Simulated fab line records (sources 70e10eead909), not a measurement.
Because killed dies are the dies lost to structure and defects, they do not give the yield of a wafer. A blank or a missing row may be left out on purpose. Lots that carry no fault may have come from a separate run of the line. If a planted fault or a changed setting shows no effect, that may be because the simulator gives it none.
Chamber matching + flow nand-harc + 4 sister chambers for NHARC_A_BLC_STRIP_29 on rie-diel-11
The step strips in CF4. 16 wafers are shown with their chamber, then 8 later ones without.

== WAFERS PAIRED WITH THEIR CHAMBERS ==
| wafer  | chamber | drypump-motor-current-A (A) | throttle-valve-pct (%) | oes-product-au (a.u.) |
|--------|---------|-----------------------------|------------------------|-----------------------|
| L075.1 | 0       | 6.1                         | 13.296                 | 0.995                 |
| L075.3 | 2       | 6.1                         | 13.294                 | 1.017                 |
| L075.4 | 3       | 5.4                         | 13.279                 | 0.988                 |
| L078.2 | 2       | 6.1                         | 13.284                 | 1.006                 |
| L078.4 | 0       | 6.1                         | 13.300                 | 0.983                 |
| L078.5 | 0       | 6.1                         | 13.275                 | 0.991                 |
| L083.1 | 2       | 6.1                         | 13.292                 | 0.987                 |
| L083.4 | 1       | 5.6                         | 13.302                 | 0.987                 |
| L083.5 | 1       | 5.6                         | 13.296                 | 0.996                 |
| L084.3 | 2       | 6.1                         | 13.280                 | 0.992                 |
| L084.4 | 3       | 5.4                         | 13.271                 | 0.988                 |
| L084.6 | 0       | 6.2                         | 13.286                 | 0.991                 |
| L086.2 | 0       | 6.1                         | 13.301                 | 0.986                 |
| L086.4 | 3       | 5.4                         | 13.282                 | 0.980                 |
| L086.5 | 0       | 6.1                         | 13.287                 | 0.986                 |
| L094.2 | 1       | 5.6                         | 13.290                 | 0.991                 |

SIGNATURES, as means of the wafers listed above
| reading                 | chamber 0 | chamber 1 | chamber 2 | chamber 3 | scatter within a chamber |
|-------------------------|-----------|-----------|-----------|-----------|--------------------------|
| drypump-motor-current-A | 6.117     | 5.600     | 6.100     | 5.400     | 0.0264                   |
| throttle-valve-pct      | 13.29083  | 13.29600  | 13.28750  | 13.27733  | 0.00801                  |
| oes-product-au          | 0.98867   | 0.99133   | 1.00050   | 0.98533   | 0.00784                  |
Rule: for a wafer and a chamber, the distance is found by dividing, reading by reading, the gap between the wafer's reading and the chamber's mean by the reading's scatter, squaring, summing and taking the root. If the next closest chamber is less than 2 further off than the closest, the wafer can't be placed; otherwise it belongs to the closest. How the scatter is found: for the shown wafers, subtract from each reading the mean of its chamber, square and add these, divide the total by (wafers less chambers), then take the root.

== WAFERS WITH NO CHAMBER GIVEN ==
| wafer  | drypump-motor-current-A (A) | throttle-valve-pct (%) | oes-product-au (a.u.) |
|--------|-----------------------------|------------------------|-----------------------|
| L094.4 | 5.4                         | 13.293                 | 0.997                 |
| L094.6 | 6.1                         | 13.272                 | 0.986                 |
| L094.1 | 6.1                         | 13.297                 | 0.994                 |
| L094.3 | 6.1                         | 13.288                 | 0.990                 |
| L094.5 | 5.4                         | 13.288                 | 1.002                 |
| L097.2 | 5.4                         | 13.286                 | 0.998                 |
| L097.3 | 6.1                         | 13.283                 | 0.977                 |
| L097.5 | 5.4                         | 13.286                 | 1.002                 |

== WHICH CHAMBER EACH ONE RAN IN ==
| wafer  | from the rows above     | in truth |
|--------|-------------------------|----------|
| L094.4 | 3                       | 3        |
| L094.6 | can't be placed: 0 or 2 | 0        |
| L094.1 | can't be placed: 0 or 2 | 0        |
| L094.3 | can't be placed: 0 or 2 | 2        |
| L094.5 | 3                       | 3        |
| L097.2 | 3                       | 3        |
| L097.3 | can't be placed: 0 or 2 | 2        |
| L097.5 | 3                       | 3        |
4 of 8 placed correctly. These rows do not allow placing 4 (true chamber among the candidates in 4). Number placed wrongly: 0.
